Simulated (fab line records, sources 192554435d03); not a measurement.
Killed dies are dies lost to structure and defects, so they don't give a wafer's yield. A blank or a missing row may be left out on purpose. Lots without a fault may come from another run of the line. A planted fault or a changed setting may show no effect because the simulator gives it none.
fab line records | flow n5_finfet | part 1 of 2: steps 1 to 18 of 19
record lots=6 wafers=18 last_day=17
route steps=1938 shown FIN_SAQP@113 BEOL_M4@1111 PASSIVATION@1936
lots that met no fault: from a run of the same line without faults
start_h: hours from the record's first day to the start of the lot's first wafer shown | wait_h: hours since the lot's step before | " the same as in the row above | L1.1+2: a row that stands for several wafers | - no value, or no start given | * or withheld: withheld | < > ~ a bound
route shown NAME@n: a module of which the file shows steps, and the number in the route of the first | usual: mean/standard deviation of fault-free wafers | same: alike in all rows | chamber/n: place in a boat | sites: the reading at each site | _std_site: their standard deviation | _edge_site: outer sites' mean less inner sites' | radius_mm: how far each site lies from the wafer's centre | mask NAME#n: copy n | behind: the tool/chamber that last shaped the wafer | hold: why the lot was held/for how many hours/how that ended | device: the transistor (n, p or np) that didn't switch | end of line: the same wafers' tests at the end of the route | a step without rows: its recipe alone | killed: dies lost to structure and defects at the first sort, not the wafer's yield | map: a wafer's dies, x killed, . not, _ none there
set.NAME: the setting as run; set.NAME@STEP: as run at that earlier step | model.NAME: the simulator's own value behind a step, which no gauge read
lots at some steps of the route; a table a step, a row a wafer
services: from which hour (start_h, from the record's first day; less than 0 if before it) a tool's chamber was out of use, for how many hours, and why
## steps
# step N5_FIN_SAQP_INSPECT_18
# recipe mode=adi inspect_instrument=brightfield
# usual raw_defect_count=437/110
# columns lot.wafer tool chamber start_h wait_h raw_defect_count
L357.1 defect_inspect-01 - 59.20 0.0 500
L357.4 " - " " 441
L357.5 " - " " 423
L358.1 defect_inspect-01 - 66.37 0.0 428
L358.4 " - " " 343
L358.6 " - " " 637
L360.1 defect_inspect-02 - 78.82 0.0 400
L360.3 " - " " 406
L360.5 " - " " 640
L370.2 defect_inspect-02 - 136.60 0.0 450
L370.5 " - " " 431
L370.6 " - " " 608
L371.2 defect_inspect-01 - 143.29 0.0 300
L371.3 " - " " 217
L371.6 " - " " 324
L373.1 defect_inspect-02 - 155.46 0.0 349
L373.4 " - " " 324
L373.6 " - " " 445
# step N5_FIN_SAQP_DESCUM_21
# recipe chemistry=O2 time_s=7.9 source_power_w=50 bias_power_w=20 pressure_mtorr=20 rf_frequency_hz=2.712e+07 temp_c=40 resist=CAR-ArF o2_flow_sccm=225
# step N5_FIN_SAQP_ETCH_51
# recipe chemistry=CF4 target=SiARC target_depth_a=455 mask_material=CAR-ArF time_s=75.8 ion_energy_ev=80 pressure_mtorr=40 source_w=545 bias_w=36 Ar_flow_sccm=100 cf4_flow_sccm=100 ends=cleared
# step N5_FIN_SAQP_ETCH_52
# recipe chemistry=N2/H2 target=SOC target_depth_a=1000 overetch_a=200 mask_material=SiARC temp_c=40 time_s=150 ion_energy_ev=200 pressure_mtorr=30 source_w=840 bias_w=150 n2_flow_sccm=200 h2_flow_sccm=200 ends=end_point
# step N5_FIN_SAQP_STRIP_53
# recipe chemistry=N2/H2 temp_c=40 n2_flow_sccm=200 h2_flow_sccm=200 rf_frequency_hz=6e+07
# step N5_FIN_SAQP_HM_OPEN_73
# recipe chemistry=CHF3/O2 target=SiO2 stop_on=a-Si target_depth_a=120 over_etch_frac=1.8 mask_material=SOC time_s=16.8 pressure_mtorr=30 source_w=650 bias_w=170 Ar_flow_sccm=200 CHF3_flow_sccm=50 O2_flow_sccm=5 ion_energy_ev=200 ends=end_point
# usual drypump_motor_current_A=5.66/0.27 oes_f_703_au=0.80/0.096 oes_product_au=0.47/0.054 rf_vpp_V=521/13 showerhead_plenum_p_Torr=2.37/0.077 throttle_valve_pct=18.76/0.22
# columns lot.wafer tool chamber start_h wait_h drypump_motor_current_A oes_f_703_au oes_product_au rf_hours_counter_h rf_vpp_V showerhead_plenum_p_Torr throttle_valve_pct
L357.1 rie_diel-02 2 59.70 0.0 5.34 0.69 0.41 235 522 2.34 18.63
L357.4 " 3 " " 6.11 0.78 0.46 - 524 2.39 18.50
L357.5 " 1 " " 5.54 0.69 0.43 - 505 2.29 18.88
L358.1 rie_diel-02 1 66.98 0.0 5.57 0.69 0.43 237 508 2.29 18.90
L358.4 " 2 " " 5.34 0.69 0.42 239 520 2.34 18.64
L358.6 " 1 " " 5.58 0.69 0.43 - 505 2.29 18.89
L360.1 rie_diel-02 1 79.05 0.0 5.55 0.69 0.43 242 506 2.28 18.89
L360.3 " 3 " " 6.09 0.76 0.45 147 524 2.38 18.49
L360.5 " 2 " " 5.34 0.68 0.40 - 521 2.34 18.63
L370.2 rie_diel-06 0 137.22 0.0 5.70 0.75 0.46 150 501 2.30 19.08
L370.5 " 3 " " 5.26 0.82 0.52 - 551 2.38 19.22
L370.6 " 0 " " 5.70 0.76 0.46 - 502 2.30 19.07
L371.2 rie_diel-06 1 143.53 0.0 5.95 0.94 0.54 40 520 2.56 18.48
L371.3 " 3 " " 5.27 0.82 0.51 54 551 2.38 19.23
L371.6 " 3 " " 5.26 0.82 0.52 - 551 2.38 19.23
L373.1 rie_diel-02 1 155.69 0.0 5.55 0.94 0.56 7 514 2.57 18.48
L373.4 " 3 " " 6.11 0.75 0.43 177 521 2.37 18.54
L373.6 " 3 " " 6.12 0.75 0.44 - 522 2.37 18.56
# step N5_FIN_SAQP_STRIP_74
# recipe chemistry=CHF3/O2 resist=SiARC rf_frequency_hz=6e+07
# step N5_FIN_SAQP_MANDREL_ETCH_22
# recipe target_depth_a=600 chemistry=HBr/Cl2 target=a-Si stop_on=SiNx bt_time_s=10 over_etch_frac=0.5 time_s=30 pressure_mtorr=10 icp_w=800 bias_w=75 HBr_flow_sccm=150 Cl2_flow_sccm=80 ends=end_point
# usual drypump_motor_current_A=5.9/0.42 he_backside_leak_sccm=2.79/0.16 oes_product_au=0.771/0.015 throttle_valve_pct=35.3/0.52
# columns lot.wafer tool chamber start_h wait_h drypump_motor_current_A he_backside_leak_sccm oes_product_au rf_hours_counter_h throttle_valve_pct
L357.1 rie_si-06 2 59.79 0.0 5.8 2.74 0.744 168 35.2
L357.4 " 3 " " 6.5 2.78 0.766 15 35.2
L357.5 " 3 " " 6.5 2.91 0.789 - 35.2
L358.1 rie_si-06 3 67.06 0.0 6.5 2.72 0.762 16 35.2
L358.4 " 1 " " 6.3 2.71 0.771 72 35.6
L358.6 " 2 " " 5.8 2.97 0.770 - 35.2
L360.1 rie_si-02 3 79.14 0.0 5.8 2.75 0.756 8 34.9
L360.3 " 2 " " 5.6 2.68 0.767 145 35.5
L360.5 " 0 " " 6.2 3.06 0.779 - 35.0
L370.2 rie_si-03 3 137.30 0.0 6.0 2.81 0.761 162 35.2
L370.5 " 1 " " 6.2 2.95 0.782 - 35.0
L370.6 " 2 " " 5.5 2.80 0.752 - 34.6
L371.2 rie_si-06 3 143.61 0.0 6.6 2.57 0.776 17 35.2
L371.3 " 2 " " 5.8 2.82 0.755 170 35.1
L371.6 " 0 " " 6.1 2.67 0.810 - 36.0
L373.1 rie_si-03 0 155.78 0.0 5.1 2.71 0.763 134 36.3
L373.4 " 2 " " 5.5 2.85 0.782 117 34.6
L373.6 " 0 " " 5.1 2.81 0.773 - 36.3
# step N5_FIN_SAQP_STRIP_55
# recipe chemistry=N2/H2 power_w=500 temp_c=40 pressure_mtorr=50 rf_frequency_hz=6e+07 overash_fraction=0.3 bias_power_w=28 h2_frac=0.5 n2_flow_sccm=300 h2_flow_sccm=300
# usual drypump_motor_current_A=5.70/0.25 n2_flow_sccm=300.0/0.9 oes_product_au=0.78/0.098 rf_vpp_V=121.7/1.3 showerhead_plenum_p_Torr=3.34/0.12 throttle_valve_pct=18.9/0.45
# columns lot.wafer tool chamber start_h wait_h drypump_motor_current_A n2_flow_sccm oes_product_au rf_hours_counter_h rf_vpp_V showerhead_plenum_p_Torr throttle_valve_pct
L357.1 rie_diel-02 3 59.88 0.1 6.11 299.3 0.75 136 121.3 3.34 18.2
L357.4 " 3 " " 6.12 300.4 0.75 - 123.7 3.34 18.2
L357.5 " 1 " " 5.57 301.1 0.71 - 121.4 3.20 18.8
L358.1 rie_diel-01 1 67.43 0.3 5.52 299.7 0.69 219 120.2 3.51 19.8
L358.4 " 3 " " 5.55 300.2 0.69 212 123.8 3.19 18.6
L358.6 " 0 " " 5.73 298.3 0.91 - 120.4 3.34 19.2
L360.1 rie_diel-02 1 79.25 0.1 5.59 300.2 0.71 242 120.9 3.20 18.8
L360.3 " 0 " " 5.97 298.8 0.92 33 123.0 3.45 18.9
L360.5 " 0 " " 5.99 298.7 0.93 - 122.2 3.45 18.9
L370.2 rie_diel-01 3 137.40 0.1 5.56 300.9 0.68 236 120.0 3.18 18.6
L370.5 " 1 " " 5.49 299.4 0.65 - 123.2 3.50 19.8
L370.6 " 0 " " 5.75 299.1 0.87 - 121.0 3.32 19.3
L371.2 rie_diel-06 0 144.34 0.7 5.70 299.7 0.75 152 120.6 3.22 19.1
L371.3 " 1 " " 5.98 300.4 0.91 40 121.4 3.56 18.5
L371.6 " 0 " " 5.71 298.4 0.75 - 125.6 3.22 19.1
L373.1 rie_diel-02 1 155.93 0.1 5.58 301.5 0.97 7 120.4 3.60 18.4
L373.4 " 3 " " 6.11 299.3 0.71 177 121.7 3.32 18.3
L373.6 " 1 " " 5.56 301.3 0.96 - 122.3 3.60 18.4
# step N5_FIN_SAQP_STRIP_23
# recipe chemistry=SPM time_s=750 temp_c=130 h2so4_h2o2_vol_ratio=4
# step N5_FIN_SAQP_SRD_66
# recipe dry=ipa_marangoni time_s=30 temp_c=23 rinse_liquid=diw
# step N5_FIN_SAQP_RECESS_75
# recipe chemistry=HF/NH3 target=SiO2 target_depth_a=144 afs_cycles=3 temp_c=30 sublimation_temp_c=180 sublimation_time_s=60
# usual drypump_motor_current_A=5.9/0.39
# columns lot.wafer tool chamber start_h wait_h drypump_motor_current_A
L357.1 vapor_etch-02 1 60.21 0.0 6.2
L357.4 " 0 " " 6.1
L357.5 " 1 " " 6.2
L358.1 vapor_etch-02 0 67.75 0.0 6.1
L358.4 " 0 " " 6.1
L358.6 " 1 " " 6.2
L360.1 vapor_etch-02 0 79.58 0.0 6.1
L360.3 " 0 " " 6.1
L360.5 " 0 " " 6.1
L370.2 vapor_etch-02 0 137.94 0.0 6.1
L370.5 " 0 " " 6.1
L370.6 " 1 " " 6.2
L371.2 vapor_etch-02 1 144.66 0.0 6.2
L371.3 " 0 " " 6.1
L371.6 " 0 " " 6.1
L373.1 vapor_etch-01 0 156.39 0.2 6.0
L373.4 " 0 " " 6.0
L373.6 " 1 " " 5.2
# step N5_FIN_SAQP_SPACER1_ALD_24
# recipe material=SiO2 target_thk_a=203 temp_c=300 ald_precursor_family=BDEAS ald_co_reactant=O2-plasma pulse_time_s=1 purge_time_s=2 co_reactant_purge_time_s=2 ald_cycles=218 pressure_torr=2
# usual heater_power_w=495/59 precursor_pulse_height_rel=1.004/0.02 susceptor_temp_C=300.00/0.18
# columns lot.wafer tool chamber start_h wait_h heater_power_w precursor_pulse_height_rel susceptor_temp_C model.SiO2_of_FIN_SAQP_SPACER1_ALD_24.thk_nm
L357.1 ald_sin-03 0 60.75 0.4 501 0.982 299.98 20.4
L357.4 " 3 " " 545 1.014 300.25 20.6
L357.5 " 1 " " 450 0.979 300.26 20.4
L358.1 ald_sin-01 0 68.47 0.6 578 1.012 290.90 21.2
L358.4 " 1 " " 521 0.978 290.87 20.8
L358.6 " 3 " " 504 0.982 290.59 21.2
L360.1 ald_sin-01 3 80.73 1.0 501 0.995 291.00 21
L360.3 " 0 " " 573 1.021 290.89 21.2
L360.5 " 3 " " 516 1.015 290.62 21
L370.2 ald_sin-03 2 138.32 0.3 439 0.992 300.06 20.4
L370.5 " 1 " " 483 1.017 299.82 20.4
L370.6 " 2 " " 438 1.016 299.99 20.4
L371.2 ald_sin-01 3 145.04 0.3 533 1.018 299.94 20.4
L371.3 " 0 " " 604 1.003 299.95 20.4
L371.6 " 1 " " 546 1.029 300.12 20.2
L373.1 ald_sin-01 3 157.38 0.9 543 0.967 299.85 20.2
L373.4 " 2 " " 454 1.034 299.85 20.4
L373.6 " 2 " " 454 1.022 299.92 20.4
# step N5_FIN_SAQP_SPACER1_ETCHBACK_25
# recipe chemistry=CHF3/O2 mode=anisotropic_etchback target=SiO2 target_depth_a=244 time_s=12.2 pressure_mtorr=30 source_w=650 bias_w=170 Ar_flow_sccm=200 CHF3_flow_sccm=50 O2_flow_sccm=5 ion_energy_ev=200
# step N5_FIN_SAQP_MANDREL1_REMOVE_56
# recipe chemistry=HBr/Cl2/O2 bt_time_s=10 target=a-Si stop_on=SiNx endpoint=OES-SiCl over_etch_frac=1 icp_w=600 bias_w=22 HBr_flow_sccm=150 Cl2_flow_sccm=80 O2_flow_sccm=5 pressure_mtorr=10
# usual drypump_motor_current_A=6.0/0.36 he_backside_leak_sccm=2.76/0.22 oes_product_au=1.004/0.02 throttle_valve_pct=36.7/0.45
# columns lot.wafer tool chamber start_h wait_h drypump_motor_current_A he_backside_leak_sccm oes_product_au rf_hours_counter_h throttle_valve_pct model.FIN_SAQP.cd_nm
L357.1 rie_si-03 3 61.61 0.1 6.1 2.83 1.020 161 36.5 20.4
L357.4 " 0 " " 5.1 2.69 0.990 133 37.6 20.4
L357.5 " 2 " " 5.5 2.89 0.999 - 35.9 20.6
L358.1 rie_si-06 2 69.31 0.1 5.8 3.91 0.986 169 36.5 21
L358.4 " 0 " " 6.1 2.61 1.018 69 37.4 21
L358.6 " 1 " " 6.4 2.78 0.983 - 36.9 21
L360.1 rie_si-06 1 81.78 0.1 6.4 2.70 0.970 72 36.9 21
L360.3 " 2 " " 5.8 2.77 0.990 169 36.5 21
L360.5 " 0 " " 6.2 2.58 1.018 - 37.4 21.2
L370.2 rie_si-06 3 139.41 0.1 6.5 2.84 0.992 17 36.5 20.2
L370.5 " 0 " " 6.1 2.63 1.024 - 37.4 20.6
L370.6 " 1 " " 6.4 2.76 0.994 - 36.9 20.4
L371.2 rie_si-03 3 145.85 0.1 6.0 2.84 1.020 162 36.5 20.4
L371.3 " 1 " " 6.2 2.92 0.998 91 36.3 20.6
L371.6 " 2 " " 5.5 2.77 1.007 - 35.9 20.4
L373.1 rie_si-02 1 158.18 0.1 5.7 2.79 0.993 27 37.2 20.4
L373.4 " 0 " " 6.2 3.09 1.050 54 36.3 20.4
L373.6 " 1 " " 5.7 2.71 0.983 - 37.2 20.4
# step N5_FIN_SAQP_CD_MEAS_27
# recipe target_cd_nm=20 landing_energy_ev=1000 detector=se_inlens polarity=line
# usual cd_nm=20.35/0.24
# columns lot.wafer tool chamber start_h wait_h cd_nm
L357.1 cd_sem-03 0 61.72 0.1 20.31
L357.4 " 0 " " 20.63
L357.5 " 0 " " 20.36
L358.1 cd_sem-03 0 69.42 0.1 20.65
L358.4 " 0 " " 21.26
L358.6 " 0 " " 21.33
L360.1 cd_sem-02 0 81.89 0.1 21.03
L360.3 " 0 " " 20.76
L360.5 " 0 " " 21.40
L370.2 cd_sem-02 0 139.52 0.1 20.13
L370.5 " 0 " " 20.35
L370.6 " 0 " " 20.66
L371.2 cd_sem-02 0 145.96 0.1 20.32
L371.3 " 0 " " 20.69
L371.6 " 0 " " 19.92
L373.1 cd_sem-03 0 158.29 0.1 20.22
L373.4 " 0 " " 20.41
L373.6 " 0 " " 20.45
# step N5_FIN_SAQP_ETCH_57
# recipe chemistry=CH3F/O2 target=SiNx mask_material=SiO2 target_depth_a=325 time_s=46.4 pressure_mtorr=30 source_w=395 bias_w=73 Ar_flow_sccm=150 CH3F_flow_sccm=30 O2_flow_sccm=20 ion_energy_ev=120 ends=cleared
# usual drypump_motor_current_A=5.67/0.27 etch_rf_on_time_s=45.8/1.5 oes_f_703_au=0.80/0.095 oes_product_au=0.67/0.083 rf_vpp_V=296/6.4 showerhead_plenum_p_Torr=1.97/0.066 throttle_valve_pct=16.26/0.16
# columns lot.wafer tool chamber start_h wait_h drypump_motor_current_A etch_rf_on_time_s oes_f_703_au oes_product_au rf_hours_counter_h rf_vpp_V showerhead_plenum_p_Torr throttle_valve_pct
L357.1 rie_diel-02 2 61.85 0.1 5.34 45.5 0.68 0.59 236 296 1.95 16.28
L357.4 " 0 " " 5.96 44.6 0.91 0.80 23 304 2.04 16.23
L357.5 " 1 " " 5.51 47.2 0.70 0.60 - 288 1.89 16.40
L358.1 rie_diel-02 2 69.89 0.5 5.35 45.1 0.68 0.59 241 296 1.95 16.28
L358.4 " 1 " " 5.57 49.1 0.69 0.60 239 288 1.89 16.42
L358.6 " 1 " " 5.56 47.3 0.70 0.60 - 286 1.89 16.42
L360.1 rie_diel-02 3 81.94 0.0 6.11 46.0 0.75 0.63 147 297 1.98 16.08
L360.3 " 2 " " 5.35 44.3 0.67 0.59 247 295 1.94 16.28
L360.5 " 3 " " 6.11 45.9 0.75 0.64 - 298 1.98 16.10
L370.2 rie_diel-01 2 139.57 0.0 5.84 47.8 0.79 0.67 114 291 1.95 16.20
L370.5 " 0 " " 5.70 44.6 0.93 0.76 - 298 1.96 16.30
L370.6 " 1 " " 5.52 46.6 0.70 0.57 - 299 2.03 16.40
L371.2 rie_diel-06 2 146.01 0.0 5.12 45.6 0.90 0.78 22 306 2.03 16.15
L371.3 " 3 " " 5.26 46.7 0.83 0.73 55 312 1.97 16.65
L371.6 " 3 " " 5.25 46.5 0.83 0.74 - 311 1.97 16.64
L373.1 rie_diel-01 0 158.55 0.3 5.65 43.2 0.93 0.75 44 296 1.96 16.32
L373.4 " 2 " " 5.84 47.8 0.79 0.66 - 290 1.94 16.23
L373.6 " 0 " " 5.70 43.2 0.93 0.75 - 297 1.96 16.33
# step N5_BEOL_M4_RC_MEAS_101
# usual DIBL_N=36.2/2.2 DIBL_P=36.1/2.8 IOFF_N=0.16/0.041 IOFF_P=0.21/0.047 ION_N=676/16 ION_P=463/11 SS_N=71.6/0.78 SS_P=73.3/0.86 VT_N=249/3.8 VT_P=-251/3.9
# columns lot.wafer tool chamber start_h wait_h DIBL_N[mV/V] DIBL_P[mV/V] IOFF_N[nA/um] IOFF_P[nA/um] ION_N[uA/um] ION_P[uA/um] SS_N[mV/dec] SS_P[mV/dec] VT_N[mV] VT_P[mV]
L358.1 prober-02 0 211.43 0.0 36.8 35.6 0.15 0.18 658 449 72.1 73.3 253 -255
L358.4 " 0 " " 34.7 34.3 0.13 0.17 660 453 70.6 72.2 251 -254
L358.6 " 0 " " 34.7 33.5 0.13 0.16 654 447 71.3 72.5 253 -254
L357.1 prober-02 0 214.53 0.0 41.1 39.0 0.24 0.24 683 458 72.5 74.5 246 -249
L357.4 " 0 " " 35.3 33.0 0.12 0.15 665 458 70.8 73.1 254 -255
L357.5 " 0 " " 36.9 35.5 0.15 0.19 664 454 71.5 73.7 248 -251
L360.1 prober-02 0 237.02 0.0 34.7 35.5 0.13 0.21 680 474 70.5 72.8 251 -250
L360.3 " 0 " " 34.8 34.6 0.12 0.19 659 458 71.5 73.0 254 -254
L360.5 " 0 " " 32.1 31.3 0.09 0.15 645 456 71.0 71.8 256 -254
L370.2 prober-02 0 290.66 0.2 37.3 35.4 0.15 0.15 685 456 71.9 73.1 250 -261
L370.5 " 0 " " 34.0 31.9 0.10 0.11 650 445 71.0 72.0 254 -261
L370.6 " 0 " " 38.6 37.8 0.17 0.18 672 458 72.5 73.3 248 -257
L371.2 prober-01 0 303.63 0.2 39.3 39.8 0.20 0.27 666 459 72.1 73.8 250 -249
L371.3 " 0 " " 41.9 42.1 0.30 0.35 701 474 73.2 75.8 242 -244
L371.6 " 0 " " 36.9 37.0 0.16 0.23 682 467 72.4 74.1 252 -250
L373.1 prober-02 0 316.31 0.0 38.7 38.0 0.18 0.22 680 455 71.5 73.2 248 -252
L373.4 " 0 " " 39.2 38.6 0.19 0.23 674 455 72.0 73.8 247 -251
L373.6 " 0 " " 38.2 37.7 0.19 0.21 699 463 71.2 73.4 244 -252
## key
first_sign step=N5_FIN_SAQP_SPACER1_ALD_24 reading=susceptor_temp_C direction=down sigmas=51 usual=* struck=*
effect step=N5_FIN_SAQP_CD_MEAS_27 reading=cd_nm direction=up sigmas=3 usual=20.35 struck=21.07
model_effect step=N5_FIN_SAQP_SPACER1_ALD_24 value=SiO2_of_FIN_SAQP_SPACER1_ALD_24.thk_nm without=20.33 struck=21.07
model_effect step=N5_FIN_SAQP_MANDREL1_REMOVE_56 value=FIN_SAQP.cd_nm without=20.4 struck=21.03
met_at N5_FIN_SAQP_SPACER1_ALD_24
struck_wafers L358.1,L358.4,L358.6,L360.1,L360.3,L360.5
fault kind=process_parameter_drift tool=ald_sin-01 chamber=- onset_h=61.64 steps=N5_FIN_SAQP_SPACER1_ALD_24 channel=temp_c offset=* shape=step end_h=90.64 acts_in=* stated=*
